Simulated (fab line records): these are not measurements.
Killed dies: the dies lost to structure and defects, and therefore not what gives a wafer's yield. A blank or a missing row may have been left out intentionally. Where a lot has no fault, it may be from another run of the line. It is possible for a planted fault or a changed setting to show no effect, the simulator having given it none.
Matching of chambers || flow nand harc || NHARC_P_M1_PRE_CLEAN_32 on pecvd-03 has 3 sister chambers
The step time 12 s. 16 wafers are shown with their chamber, then 8 later ones without.

== EACH WAFER AND ITS CHAMBER ==
{"wafer": "L076.1", "chamber": 1, "heater power w (W)": 540}
{"wafer": "L076.3", "chamber": 0, "heater power w (W)": 650}
{"wafer": "L076.4", "chamber": 2, "heater power w (W)": 554}
{"wafer": "L077.1", "chamber": 1, "heater power w (W)": 622}
{"wafer": "L077.4", "chamber": 2, "heater power w (W)": 528}
{"wafer": "L077.5", "chamber": 1, "heater power w (W)": 629}
{"wafer": "L079.1", "chamber": 0, "heater power w (W)": 556}
{"wafer": "L079.3", "chamber": 2, "heater power w (W)": 601}
{"wafer": "L079.4", "chamber": 1, "heater power w (W)": 672}
{"wafer": "L081.3", "chamber": 2, "heater power w (W)": 564}
{"wafer": "L081.5", "chamber": 2, "heater power w (W)": 580}
{"wafer": "L081.6", "chamber": 1, "heater power w (W)": 635}
{"wafer": "L085.1", "chamber": 1, "heater power w (W)": 626}
{"wafer": "L085.4", "chamber": 2, "heater power w (W)": 576}
{"wafer": "L085.5", "chamber": 1, "heater power w (W)": 606}
{"wafer": "L089.1", "chamber": 2, "heater power w (W)": 536}

SIGNATURES (averages over the wafers above)
{"reading": "heater power w", "chamber 0": 603.00, "chamber 1": 618.57, "chamber 2": 562.71, "scatter within a chamber": 37.2}
Rule: a wafer's distance from a chamber is the root of the sum, over the readings, of the square of ((its reading less the chamber's mean) divided by the reading's scatter). The wafer belongs to the nearest chamber; if the next one is less than 2 further off, it can't be placed. The scatter: take each reading less its chamber's mean, square it, sum over the shown wafers, divide by the number of wafers less the number of chambers, and take the root.

== WAFERS WITH NO CHAMBER GIVEN ==
{"wafer": "L089.3", "heater power w (W)": 649}
{"wafer": "L089.6", "heater power w (W)": 552}
{"wafer": "L093.2", "heater power w (W)": 603}
{"wafer": "L093.4", "heater power w (W)": 604}
{"wafer": "L093.5", "heater power w (W)": 573}
{"wafer": "L094.2", "heater power w (W)": 575}
{"wafer": "L094.3", "heater power w (W)": 627}
{"wafer": "L094.5", "heater power w (W)": 640}

== THE CHAMBER EACH PASSED THROUGH ==
{"wafer": "L089.3", "from the rows above": "can't be placed: 1 or 0 or 2", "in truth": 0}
{"wafer": "L089.6", "from the rows above": "can't be placed: 2 or 0 or 1", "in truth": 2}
{"wafer": "L093.2", "from the rows above": "can't be placed: 0 or 1 or 2", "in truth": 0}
{"wafer": "L093.4", "from the rows above": "can't be placed: 0 or 1 or 2", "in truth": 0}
{"wafer": "L093.5", "from the rows above": "can't be placed: 2 or 0 or 1", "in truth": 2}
{"wafer": "L094.2", "from the rows above": "can't be placed: 2 or 0 or 1", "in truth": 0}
{"wafer": "L094.3", "from the rows above": "can't be placed: 1 or 0 or 2", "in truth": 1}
{"wafer": "L094.5", "from the rows above": "can't be placed: 1 or 0 or 2", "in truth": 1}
Correct placement for 0 of the 8. Cannot be placed on the basis of these rows: 8; the candidates contain the true chamber in 8. 0 placed wrongly.
